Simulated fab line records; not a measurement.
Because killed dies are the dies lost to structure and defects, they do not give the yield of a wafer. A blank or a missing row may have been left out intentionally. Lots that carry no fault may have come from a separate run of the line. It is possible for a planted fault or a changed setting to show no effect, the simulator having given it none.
fab line records || flow n5_finfet
[record] {"lots": 5, "wafers": 13, "last_day": 19}
route steps=1938 shown BEOL_M6@1251 BEOL_M7@1263 PASSIVATION@1936
lots that met no fault: taken from a fault-free run of the same line
start_h: hours from the record's opening day to when the first of the lot's shown wafers began || wait_h: how many hours have passed since the lot's step before this one || " repeats the value in the row above || L1.1+2: several wafers, shown together as one row || - either no value or no given start || * or withheld: withheld || < > ~ a bound
route shown NAME@n: names a module that has steps shown in the file, with the first one's number in the route || usual: the fault-free wafers' mean and standard deviation || same: alike in all rows || chamber/n: place in a boat || sites: each site's reading || _std_site: standard deviation across them || _edge_site: inner sites' mean taken away from outer sites' mean || radius_mm: how far each site lies from the wafer's centre || mask NAME#n: copy n || behind: tool/chamber where the wafer was last shaped || hold: why the lot was held/for how many hours/how that ended || device: names the non-switching transistor (n, p or np) || end of line: the route-end tests of the same wafers || for a step that has no rows: nothing shown but its recipe || killed: the dies lost at the first sort to structure and to defects; this is not the yield of the wafer || map: a wafer's dies, marking killed ones x, the rest . and places with no die _
set.NAME: the setting as run; set.NAME@STEP: as run at that earlier step || model.NAME: the simulator's own value behind a step, which no gauge read
a table for each step, a row for each wafer; lots at some steps of the route
services: from which hour (start_h, from the record's first day; less than 0 if before it) a tool's chamber was out of use, for how many hours, and why
[[steps]]
[step N5_BEOL_M6_ALD_77]
[recipe] {"material": "TaN", "target_thk_a": 20, "temp_c": 275, "ald_precursor_family": "PDMAT", "ald_co_reactant": "NH3", "pressure_torr": 3, "carrier_flow_sccm": 1500, "pulse_time_s": 2, "purge_time_s": 3, "co_reactant_purge_time_s": 2, "co_reactant_pulse_time_s": 3, "ald_cycles": 40, "precursor_vessel_temp_c": 75, "precursor_vessel_pressure_torr": 26.25, "precursor_vessel_carrier_sccm": 1000}
[step N5_BEOL_M6_SURFACE_TREAT_79]
[recipe] {"gas": "Ar", "time_s": "*", "ion_energy_ev": "*", "ion_current_ma_cm2": 0.5, "pressure_mtorr": "*", "ar_flow_sccm": 30}
[step N5_BEOL_M6_CVD_78]
[recipe] {"material": "Co", "target_thk_a": 20, "temp_c": "withheld", "precursor": "CCTBA/H2", "pressure_torr": 30, "time_s": 142.3}
[step N5_BEOL_M6_SPUTTER_48]
[recipe] {"material": "Cu", "target_thk_a": 100, "temp_c": -20, "bias_v": 60, "power_w": 26000, "chamber_pressure_pa": 0.13, "time_s": 1.667}
[step N5_BEOL_M6_ECD_50]
[recipe] {"material": "Cu", "target_thk_a": 3000}
[step N5_BEOL_M6_ANNEAL_51]
[recipe] {"temp_c": 225, "time_s": 90, "ambient": "N2"}
[step N5_BEOL_M6_CMP_52]
[recipe] {"stop_on": "SiCOH_lowk", "t_overpolish_s": 6.9, "down_force_psi": 1, "platen_rpm": 50, "clearing_platen_down_force_psi": 1.5, "clearing_platen_rpm": 50, "post_cmp_clean": "cu_alkaline", "target_thk_nm": 80, "clearing_platen_pad_velocity_m_s": 0.99484, "pad_velocity_m_s": 0.99484}
[step N5_BEOL_M6_PRE_CLEAN_55]
[recipe] {"gas": "NH3", "time_s": 15, "temp_c": "withheld", "rf_power_w": 300}
[step N5_BEOL_M6_DEP_56]
[recipe] {"material": "SiCN", "target_thk_a": 100, "temp_c": "withheld", "precursor": "3MS/NH3", "pressure_torr": 3, "rf_w": 202, "time_s": 17.5}
[step N5_BEOL_M7_ILD_DEP_00]
[recipe] {"material": "SiCOH_lowk", "target_thk_a": 1797.5, "temp_c": 300, "precursor": "DEMS/porogen", "pressure_torr": 5, "rf_w": 500, "time_s": 33.4}
[usual] {"heater_power_w": "309/51", "showerhead_plenum_p_Torr": "5.737/0.012", "throttle_valve_pct": "13.7/0.36"}
{"lot.wafer": "L387.1", "tool": "pecvd-02", "chamber": 0, "start_h": 252.19, "wait_h": 0.0, "heater_power_w": 301, "showerhead_plenum_p_Torr": 5.725, "throttle_valve_pct": 13.5, "model.SiCOH_lowk_of_BEOL_M7_ILD_DEP_00.thk_nm": 178}
{"lot.wafer": "L387.2", "tool": "pecvd-02", "chamber": 2, "start_h": 252.19, "wait_h": 0.0, "heater_power_w": 262, "showerhead_plenum_p_Torr": 5.737, "throttle_valve_pct": 13.0, "model.SiCOH_lowk_of_BEOL_M7_ILD_DEP_00.thk_nm": 177.6}
{"lot.wafer": "L387.4", "tool": "pecvd-02", "chamber": 1, "start_h": 252.19, "wait_h": 0.0, "heater_power_w": 384, "showerhead_plenum_p_Torr": 5.748, "throttle_valve_pct": 13.8, "model.SiCOH_lowk_of_BEOL_M7_ILD_DEP_00.thk_nm": 190.6}
{"lot.wafer": "L389.4", "tool": "pecvd-02", "chamber": 0, "start_h": 265.47, "wait_h": 0.1, "heater_power_w": 313, "showerhead_plenum_p_Torr": 5.751, "throttle_valve_pct": 13.6, "model.SiCOH_lowk_of_BEOL_M7_ILD_DEP_00.thk_nm": 192.4}
{"lot.wafer": "L389.6", "tool": "pecvd-02", "chamber": 1, "start_h": 265.47, "wait_h": 0.1, "heater_power_w": 340, "showerhead_plenum_p_Torr": 5.732, "throttle_valve_pct": 13.4, "model.SiCOH_lowk_of_BEOL_M7_ILD_DEP_00.thk_nm": 183.6}
{"lot.wafer": "L393.4", "tool": "pecvd-02", "chamber": 0, "start_h": 280.87, "wait_h": 0.1, "heater_power_w": 275, "showerhead_plenum_p_Torr": 5.741, "throttle_valve_pct": 13.8, "model.SiCOH_lowk_of_BEOL_M7_ILD_DEP_00.thk_nm": 191.2}
{"lot.wafer": "L393.6", "tool": "pecvd-02", "chamber": 2, "start_h": 280.87, "wait_h": 0.1, "heater_power_w": 254, "showerhead_plenum_p_Torr": 5.741, "throttle_valve_pct": 13.0, "model.SiCOH_lowk_of_BEOL_M7_ILD_DEP_00.thk_nm": 178.4}
{"lot.wafer": "L403.2", "tool": "pecvd-02", "chamber": 0, "start_h": 348.71, "wait_h": 0.0, "heater_power_w": 273, "showerhead_plenum_p_Torr": 5.737, "throttle_valve_pct": 13.7, "model.SiCOH_lowk_of_BEOL_M7_ILD_DEP_00.thk_nm": 177.2}
{"lot.wafer": "L403.5", "tool": "pecvd-02", "chamber": 1, "start_h": 348.71, "wait_h": 0.0, "heater_power_w": 385, "showerhead_plenum_p_Torr": 5.732, "throttle_valve_pct": 13.3, "model.SiCOH_lowk_of_BEOL_M7_ILD_DEP_00.thk_nm": 180.8}
{"lot.wafer": "L403.6", "tool": "pecvd-02", "chamber": 2, "start_h": 348.71, "wait_h": 0.0, "heater_power_w": 266, "showerhead_plenum_p_Torr": 5.748, "throttle_valve_pct": 13.4, "model.SiCOH_lowk_of_BEOL_M7_ILD_DEP_00.thk_nm": 181.2}
{"lot.wafer": "L404.1", "tool": "pecvd-04", "chamber": 2, "start_h": 366.45, "wait_h": 0.0, "heater_power_w": 291, "showerhead_plenum_p_Torr": 5.717, "throttle_valve_pct": 13.8, "model.SiCOH_lowk_of_BEOL_M7_ILD_DEP_00.thk_nm": 178.6}
{"lot.wafer": "L404.4", "tool": "pecvd-04", "chamber": 2, "start_h": 366.45, "wait_h": 0.0, "heater_power_w": 285, "showerhead_plenum_p_Torr": 5.712, "throttle_valve_pct": 13.8, "model.SiCOH_lowk_of_BEOL_M7_ILD_DEP_00.thk_nm": 180.4}
{"lot.wafer": "L404.6", "tool": "pecvd-04", "chamber": 1, "start_h": 366.45, "wait_h": 0.0, "heater_power_w": 224, "showerhead_plenum_p_Torr": 5.731, "throttle_valve_pct": 14.1, "model.SiCOH_lowk_of_BEOL_M7_ILD_DEP_00.thk_nm": 178.8}
[step N5_BEOL_M7_CURE_74]
[recipe] {"temp_c": 385, "time_s": 240, "ambient": "He/Ar", "material": "SiCOH_lowk"}
[step N5_BEOL_M7_THK_MEAS_01]
[recipe] {"reads": "SiCOH_lowk_of_BEOL_M7_ILD_DEP_00"}
[usual] {"M7_ILD_THK": "154.8/1.9"}
{"lot.wafer": "L387.1", "tool": "film_metro-02", "chamber": "-", "start_h": 253.25, "wait_h": 0.8, "M7_ILD_THK[nm]": 153.5}
{"lot.wafer": "L387.2", "tool": "film_metro-02", "chamber": "-", "start_h": 253.25, "wait_h": 0.8, "M7_ILD_THK[nm]": 153.2}
{"lot.wafer": "L387.4", "tool": "film_metro-02", "chamber": "-", "start_h": 253.25, "wait_h": 0.8, "M7_ILD_THK[nm]": 164.4}
{"lot.wafer": "L389.4", "tool": "film_metro-01", "chamber": "-", "start_h": 266.86, "wait_h": 0.4, "M7_ILD_THK[nm]": 166.2}
{"lot.wafer": "L389.6", "tool": "film_metro-01", "chamber": "-", "start_h": 266.86, "wait_h": 0.4, "M7_ILD_THK[nm]": 158.5}
{"lot.wafer": "L393.4", "tool": "film_metro-01", "chamber": "-", "start_h": 282.31, "wait_h": 0.4, "M7_ILD_THK[nm]": 165.1}
{"lot.wafer": "L393.6", "tool": "film_metro-01", "chamber": "-", "start_h": 282.31, "wait_h": 0.4, "M7_ILD_THK[nm]": 153.9}
{"lot.wafer": "L403.2", "tool": "film_metro-02", "chamber": "-", "start_h": 349.29, "wait_h": 0.4, "M7_ILD_THK[nm]": 152.8}
{"lot.wafer": "L403.5", "tool": "film_metro-02", "chamber": "-", "start_h": 349.29, "wait_h": 0.4, "M7_ILD_THK[nm]": 156.0}
{"lot.wafer": "L403.6", "tool": "film_metro-02", "chamber": "-", "start_h": 349.29, "wait_h": 0.4, "M7_ILD_THK[nm]": 156.2}
{"lot.wafer": "L404.1", "tool": "film_metro-01", "chamber": "-", "start_h": 367.03, "wait_h": 0.4, "M7_ILD_THK[nm]": 154.1}
{"lot.wafer": "L404.4", "tool": "film_metro-01", "chamber": "-", "start_h": 367.03, "wait_h": 0.4, "M7_ILD_THK[nm]": 155.4}
{"lot.wafer": "L404.6", "tool": "film_metro-01", "chamber": "-", "start_h": 367.03, "wait_h": 0.4, "M7_ILD_THK[nm]": 154.0}
[step N5_BEOL_M7_PECVD_70]
[recipe] {"material": "SiO2", "target_thk_a": 200, "temp_c": 400, "precursor": "TEOS/O2", "pressure_torr": 5.5, "rf_w": 450, "teos_flow_sccm": 53.8, "gas": "O2", "flow_sccm": 3000, "time_s": 22.7}
[step N5_BEOL_M7_HM_DEP_02]
[recipe] {"material": "TiN", "target_thk_a": 200, "temp_c": 25, "chamber_pressure_pa": 0.49996}
[step N5_BEOL_M7_COAT_59]
[recipe] {"resist": "SOC", "temp_c": 250, "time_s": 60, "spin_rpm": 1500, "resist_thk_nm": 100}
[step N5_BEOL_M7_COAT_60]
[recipe] {"resist": "SiARC", "temp_c": 220, "time_s": 60, "spin_rpm": 1500, "resist_thk_nm": 35}
[step N5_BEOL_M7_COAT_05]
[recipe] {"resist": "CAR-ArF", "spin_rpm": 1500, "resist_thk_nm": 90}
[step N5_BEOL_M7_EBR_07]
[recipe] {"solvent": "PGMEA", "ebr_width_mm": 1.5}
[step N5_BEOL_M7_SOFTBAKE_06]
[recipe] {"temp_c": 110, "time_s": 60, "resist": "CAR-ArF"}
[step N5_BEOL_M7_EXPOSE_08]
[recipe] {"mask_id": "M7", "na": 1.35, "source_shape": "dipole", "sigma_inner": 0.817, "sigma_outer": 0.97, "polarization": "te", "dose_mj": 68.25}
[step N5_BEOL_M7_PEB_09]
[recipe] {"peb_temp_c": "withheld", "peb_time_s": 60, "resist": "CAR-ArF"}
[step N5_BEOL_M7_DEVELOP_10]
[recipe] {"develop_time_s": 30, "developer": "TMAH", "resist": "CAR-ArF", "rinse_liquid": "diw", "dry": "air_spin", "dev_temp_c": 23}
[step N5_BEOL_M7_DESCUM_16]
[recipe] {"chemistry": "O2", "time_s": 7.9, "source_power_w": 50, "bias_power_w": 20, "pressure_mtorr": 20, "rf_frequency_hz": 2.712e+07, "temp_c": 40, "resist": "CAR-ArF", "o2_flow_sccm": 225}
[step N5_BEOL_M7_ETCH_61]
[recipe] {"chemistry": "CF4", "target": "SiARC", "target_depth_a": 455, "mask_material": "CAR-ArF", "time_s": 75.8, "ion_energy_ev": 80, "pressure_mtorr": 40, "source_w": 545, "bias_w": 36, "Ar_flow_sccm": 100, "cf4_flow_sccm": 100, "ends": "cleared"}
[step N5_BEOL_M7_ETCH_62]
[recipe] {"chemistry": "N2/H2", "target": "SOC", "target_depth_a": 1100, "overetch_a": 220, "mask_material": "SiARC", "temp_c": 40, "time_s": 165, "ion_energy_ev": 200, "pressure_mtorr": 30, "source_w": 840, "bias_w": 150, "n2_flow_sccm": 200, "h2_flow_sccm": 200}
[step N5_BEOL_M7_STRIP_68]
[recipe] {"chemistry": "N2/H2", "temp_c": 40, "n2_flow_sccm": 200, "h2_flow_sccm": 200, "rf_frequency_hz": 6e+07}
[step N5_BEOL_M7_STRIP_67]
[recipe] {"chemistry": "CF4", "resist": "SiARC", "power_w": 300, "bias_power_w": 75, "pressure_mtorr": 50, "cf4_flow_sccm": 150, "rf_frequency_hz": 6e+07}
[step N5_BEOL_M7_HM_OPEN_17]
[recipe] {"chemistry": "Cl2/BCl3", "target_depth_a": 200, "overetch_a": 60, "target": "TiN", "mask_material": "SOC", "ion_energy_ev": 150, "pressure_mtorr": 10, "icp_w": 1000, "bias_w": 126, "Cl2_flow_sccm": 53.25, "bcl3_flow_sccm": 21.75, "Ar_flow_sccm": 25}
[step N5_BEOL_M7_STRIP_19]
[recipe] {"chemistry": "O2", "power_w": 400, "temp_c": 40, "pressure_mtorr": 30, "rf_frequency_hz": 6e+07, "bias_power_w": 0, "overash_fraction": 0.2, "o2_flow_sccm": 225}
[step N5_BEOL_M7_COAT_63]
[recipe] {"resist": "SOC", "temp_c": 250, "time_s": 60, "spin_rpm": 1500, "resist_thk_nm": 60}
[step N5_BEOL_M7_COAT_64]
[recipe] {"resist": "SiARC", "temp_c": 220, "time_s": 60, "spin_rpm": 1500, "resist_thk_nm": 12}
[step N5_BEOL_M7_COAT_71]
[recipe] {"resist": "underlayer", "temp_c": 205, "time_s": 60, "spin_rpm": 1500, "resist_thk_nm": 5}
[step N5_BEOL_M7_COAT_22]
[recipe] {"resist": "CAR-EUV", "spin_rpm": 1500, "resist_thk_nm": 30}
[step N5_BEOL_M7_EBR_24]
[recipe] {"solvent": "PGMEA", "ebr_width_mm": 1.5}
[step N5_BEOL_M7_SOFTBAKE_23]
[recipe] {"temp_c": 110, "time_s": 60, "resist": "CAR-EUV"}
[step N5_BEOL_M7_CMP_52]
[recipe] {"stop_on": "SiCOH_lowk", "t_overpolish_s": 6.9, "down_force_psi": 1, "platen_rpm": 50, "clearing_platen_down_force_psi": 1.5, "clearing_platen_rpm": 50, "post_cmp_clean": "cu_alkaline", "target_thk_nm": 80, "clearing_platen_pad_velocity_m_s": 0.99484, "pad_velocity_m_s": 0.99484}
[usual] {"clearing_platen_down_force_psi": "1.4996/0.0029", "clearing_platen_rpm": "50.002/0.028", "motor_current_A": "6.1/0.43", "slurry_filter_dp_kPa": "13.52/0.12"}
{"lot.wafer": "L387.4", "tool": "cmp-01", "chamber": 1, "start_h": 258.81, "wait_h": 0.1, "clearing_platen_down_force_psi": 1.4982, "clearing_platen_rpm": 49.986, "motor_current_A": 7.0, "slurry_filter_dp_kPa": 13.48, "model.SiCOH_lowk_of_BEOL_M7_ILD_DEP_00.thk_nm": 161.4}
{"lot.wafer": "L387.2", "tool": "cmp-01", "chamber": 2, "start_h": 258.81, "wait_h": 0.1, "clearing_platen_down_force_psi": 1.4962, "clearing_platen_rpm": 49.991, "motor_current_A": 5.7, "slurry_filter_dp_kPa": 13.56, "model.SiCOH_lowk_of_BEOL_M7_ILD_DEP_00.thk_nm": 150.2}
{"lot.wafer": "L387.1", "tool": "cmp-01", "chamber": 3, "start_h": 258.81, "wait_h": 0.1, "clearing_platen_down_force_psi": 1.4987, "clearing_platen_rpm": 50.008, "motor_current_A": 6.3, "slurry_filter_dp_kPa": 13.66, "model.SiCOH_lowk_of_BEOL_M7_ILD_DEP_00.thk_nm": 150.6}
{"lot.wafer": "L389.4", "tool": "cmp-01", "chamber": 3, "start_h": 276.79, "wait_h": 0.2, "clearing_platen_down_force_psi": 1.4934, "clearing_platen_rpm": 50.007, "motor_current_A": 6.4, "slurry_filter_dp_kPa": 13.42, "model.SiCOH_lowk_of_BEOL_M7_ILD_DEP_00.thk_nm": 163}
{"lot.wafer": "L389.6", "tool": "cmp-01", "chamber": 0, "start_h": 276.79, "wait_h": 0.2, "clearing_platen_down_force_psi": 1.4992, "clearing_platen_rpm": 50.030, "motor_current_A": 6.4, "slurry_filter_dp_kPa": 13.40, "model.SiCOH_lowk_of_BEOL_M7_ILD_DEP_00.thk_nm": 155.4}
{"lot.wafer": "L393.4", "tool": "cmp-03", "chamber": 3, "start_h": 291.09, "wait_h": 0.2, "clearing_platen_down_force_psi": 1.5010, "clearing_platen_rpm": 49.980, "motor_current_A": 5.7, "slurry_filter_dp_kPa": 13.17, "model.SiCOH_lowk_of_BEOL_M7_ILD_DEP_00.thk_nm": 162}
{"lot.wafer": "L393.6", "tool": "cmp-03", "chamber": 2, "start_h": 291.09, "wait_h": 0.2, "clearing_platen_down_force_psi": 1.4987, "clearing_platen_rpm": 50.031, "motor_current_A": 6.7, "slurry_filter_dp_kPa": 13.49, "model.SiCOH_lowk_of_BEOL_M7_ILD_DEP_00.thk_nm": 150.8}
{"lot.wafer": "L403.2", "tool": "cmp-03", "chamber": 0, "start_h": 357.53, "wait_h": 0.3, "clearing_platen_down_force_psi": 1.4993, "clearing_platen_rpm": 49.964, "motor_current_A": 5.9, "slurry_filter_dp_kPa": 13.48, "model.SiCOH_lowk_of_BEOL_M7_ILD_DEP_00.thk_nm": 149.8}
{"lot.wafer": "L403.6", "tool": "cmp-03", "chamber": 1, "start_h": 357.53, "wait_h": 0.3, "clearing_platen_down_force_psi": 1.4977, "clearing_platen_rpm": 49.992, "motor_current_A": 5.5, "slurry_filter_dp_kPa": 13.57, "model.SiCOH_lowk_of_BEOL_M7_ILD_DEP_00.thk_nm": 153.4}
{"lot.wafer": "L403.5", "tool": "cmp-03", "chamber": 2, "start_h": 357.53, "wait_h": 0.3, "clearing_platen_down_force_psi": 1.5032, "clearing_platen_rpm": 50.013, "motor_current_A": 7.0, "slurry_filter_dp_kPa": 13.70, "model.SiCOH_lowk_of_BEOL_M7_ILD_DEP_00.thk_nm": 153}
{"lot.wafer": "L404.1", "tool": "cmp-02", "chamber": 1, "start_h": 374.30, "wait_h": 0.3, "clearing_platen_down_force_psi": 1.4988, "clearing_platen_rpm": 49.986, "motor_current_A": 5.8, "slurry_filter_dp_kPa": 13.73, "model.SiCOH_lowk_of_BEOL_M7_ILD_DEP_00.thk_nm": 151}
{"lot.wafer": "L404.4", "tool": "cmp-02", "chamber": 2, "start_h": 374.30, "wait_h": 0.3, "clearing_platen_down_force_psi": 1.5016, "clearing_platen_rpm": 49.973, "motor_current_A": 6.0, "slurry_filter_dp_kPa": 13.58, "model.SiCOH_lowk_of_BEOL_M7_ILD_DEP_00.thk_nm": 152.6}
{"lot.wafer": "L404.6", "tool": "cmp-02", "chamber": 0, "start_h": 374.30, "wait_h": 0.3, "clearing_platen_down_force_psi": 1.5021, "clearing_platen_rpm": 49.961, "motor_current_A": 6.1, "slurry_filter_dp_kPa": 13.62, "model.SiCOH_lowk_of_BEOL_M7_ILD_DEP_00.thk_nm": 151.2}
[step N5_PASSIVATION_PROBE_49]
[usual] {"defect_limited_yield": "91.5/1.3", "killed_at_M0_to_M3": "33/10", "killed_at_M4_up": "13/4", "killed_at_contacts": "12/6.3", "killed_at_front_end": "39/11", "killed_at_other": "3.4/2.6", "killed_dies": "100/15", "killed_on_rim": "13/4", "killed_open": "65/11", "killed_short": "34/7.8", "sort_bin_5_function": "5.0/0.89", "sort_bin_6_memory": "3.2/0.58", "sort_n_pass": "1080/15", "sort_yield_pct": "91.5/1.3"}
[same] {"gross_dies": 1180, "killed_at_back_side": 0, "sort_bin_4_leakage[%]": 0, "sort_bin_8_speed[%]": 0}
{"lot.wafer": "L393.4", "tool": "prober-01", "chamber": "-", "start_h": 363.59, "wait_h": 0.2, "defect_limited_yield[%]": 92.7, "killed_at_M0_to_M3": 18, "killed_at_M4_up": 15, "killed_at_contacts": 8, "killed_at_front_end": 45, "killed_at_other": 0, "killed_dies": 86, "killed_on_rim": 7, "killed_open": 51, "killed_short": 34, "sort_bin_5_function[%]": 4.6, "sort_bin_6_memory[%]": 2.2, "sort_n_pass": 1094, "sort_yield_pct[%]": 92.7}
{"lot.wafer": "L393.6", "tool": "prober-01", "chamber": "-", "start_h": 363.69, "wait_h": 0.3, "defect_limited_yield[%]": 91.4, "killed_at_M0_to_M3": 40, "killed_at_M4_up": 9, "killed_at_contacts": 2, "killed_at_front_end": 48, "killed_at_other": 3, "killed_dies": 102, "killed_on_rim": 17, "killed_open": 58, "killed_short": 44, "sort_bin_5_function[%]": 4.9, "sort_bin_6_memory[%]": 3.2, "sort_n_pass": 1078, "sort_yield_pct[%]": 91.4}
// killed by level:class
L393.4 FIN_SAQP:geometric_particle:short=7 GATE_CUT:geometric_particle:short=6 GATE_CUT:geometric_particle:open=6 FIN_SAQP:geometric_particle:open=5 DUMMY_GATE:geometric_particle:open=5 BEOL_M1:geometric_particle:open=4 MOL_CONTACT_COAG:geometric_particle:short=4 MOL_CONTACT_COAG:geometric_particle:open=4
L393.6 BEOL_M3:geometric_particle:open=12 GATE_CUT:geometric_particle:short=10 BEOL_M0_SAQP:geometric_particle:short=10 BEOL_M0_SAQP:geometric_particle:open=9 FIN_SAQP:geometric_particle:short=7 FIN_SAQP:geometric_particle:open=6 ILD0:geometric_particle:short=5 DUMMY_GATE:geometric_particle:open=4
[[services]]
{"tool": "cmp-01", "chamber": "-", "start_h": 232.07, "hours": 3.1, "kind": "pm"}
{"tool": "cmp-02", "chamber": "-", "start_h": 238.51, "hours": 0.8, "kind": "repair"}
{"tool": "cmp-01", "chamber": "-", "start_h": 240.79, "hours": 0.9, "kind": "repair"}
{"tool": "pecvd-04", "chamber": 2, "start_h": 263.06, "hours": 2.1, "kind": "scheduled_down"}
{"tool": "cmp-02", "chamber": "-", "start_h": 283.74, "hours": 4.0, "kind": "pm"}
{"tool": "cmp-02", "chamber": "-", "start_h": 287.74, "hours": "-", "kind": "consumable_replace:conditioner"}
{"tool": "cmp-02", "chamber": "-", "start_h": 287.74, "hours": "-", "kind": "consumable_replace:pad"}
{"tool": "cmp-03", "chamber": "-", "start_h": 289.82, "hours": 0.5, "kind": "repair"}
{"tool": "cmp-01", "chamber": "-", "start_h": 298.50, "hours": 4.0, "kind": "pm"}
{"tool": "cmp-01", "chamber": "-", "start_h": 302.50, "hours": "-", "kind": "consumable_replace:conditioner"}
{"tool": "cmp-01", "chamber": "-", "start_h": 302.50, "hours": "-", "kind": "consumable_replace:pad"}
{"tool": "cmp-01", "chamber": "-", "start_h": 304.50, "hours": 4.9, "kind": "pm"}
{"tool": "pecvd-02", "chamber": "-", "start_h": 307.15, "hours": 0.7, "kind": "repair"}
{"tool": "pecvd-04", "chamber": 1, "start_h": 324.98, "hours": 5.5, "kind": "scheduled_down"}
{"tool": "pecvd-02", "chamber": 1, "start_h": 356.11, "hours": 8.4, "kind": "repair"}
[[key]]
[first_sign] {"step": "N5_BEOL_M7_THK_MEAS_01", "reading": "M7_ILD_THK", "direction": "up", "sigmas": 5.6, "usual": 154.8, "struck": 165.2}
effect none on later readings
[model_effect] {"step": "N5_BEOL_M7_ILD_DEP_00", "value": "SiCOH_lowk_of_BEOL_M7_ILD_DEP_00.thk_nm", "without": 181.4, "struck": 191.4}
[model_effect] {"step": "N5_BEOL_M7_CMP_52", "value": "SiCOH_lowk_of_BEOL_M7_ILD_DEP_00.thk_nm", "without": 153.4, "struck": 162.1}
met_at N5_BEOL_M7_ILD_DEP_00
struck_wafers L387.4,L389.4,L393.4
[fault] {"kind": "process_parameter_drift", "tool": "pecvd-02", "chamber": "-", "onset_h": 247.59, "steps": "N5_BEOL_M7_ILD_DEP_00", "channel": "target_thk_a", "offset": "*", "shape": "step", "end_h": 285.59, "scope": "struck_wafers_only", "acts_in": "*", "stated": "*"}
